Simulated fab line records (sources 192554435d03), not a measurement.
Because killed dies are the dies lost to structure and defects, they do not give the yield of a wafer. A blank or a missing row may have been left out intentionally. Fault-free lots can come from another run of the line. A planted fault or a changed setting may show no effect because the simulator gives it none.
Which tool was responsible? / flow n5-finfet / 9 lots (27 wafers sampled), 1 step of a 1938-step route

## WHAT THE GAUGES READ, wafer by wafer
N5_BEOL_M4_RC_MEAS_101.
lot=L344; measured=day 10 21:20; on=prober-01; DIBL_N (mV/V)=36.1 37.7 35.1
lot=L348; measured=day 10 21:41; on=prober-02; DIBL_N (mV/V)=39.1 34.8 36.4
lot=L347; measured=day 11 15:25; on=prober-02; DIBL_N (mV/V)=39.7 36.7 38.7
lot=L357; measured=day 13 18:02; on=prober-02; DIBL_N (mV/V)=35.3 36.5 37.6
lot=L358; measured=day 14 08:27; on=prober-02; DIBL_N (mV/V)=38.4 35.5 38.5
lot=L360; measured=day 15 02:08; on=prober-02; DIBL_N (mV/V)=37.9 38.6 36.5
lot=L365; measured=day 15 15:10; on=prober-01; DIBL_N (mV/V)=35.7 35.9 35.4
lot=L364; measured=day 16 07:55; on=prober-01; DIBL_N (mV/V)=36.6 34.4 34.6
lot=L366; measured=day 16 15:03; on=prober-02; DIBL_N (mV/V)=38.4 39.6 39.7

## TOOL THAT RAN EACH LOT (tool first, then ch and the chambers of the sampled wafers, then the start)
Record: no process step prior to these readings.

## THE ANSWER, worked out from the rows above alone
Rule: usual is defined by the lots themselves. Put in order of their means at a reading, lots are off if they are a third of the lots or fewer, leave a main group of 4 or more, and stand apart from it by a gap of 3 or more times the standard deviation of the main group's means; of several such gaps the widest counts. Not used: any main group whose means are identical at the precision the tables above print for the reading. A lot without any number at a reading at which 4 lots or more have one is off too. The other lots that the step has rows for count as sound.
Nothing can be told from this: no lot is off at any reading shown.

## WHAT THE SIMULATOR PUT IN
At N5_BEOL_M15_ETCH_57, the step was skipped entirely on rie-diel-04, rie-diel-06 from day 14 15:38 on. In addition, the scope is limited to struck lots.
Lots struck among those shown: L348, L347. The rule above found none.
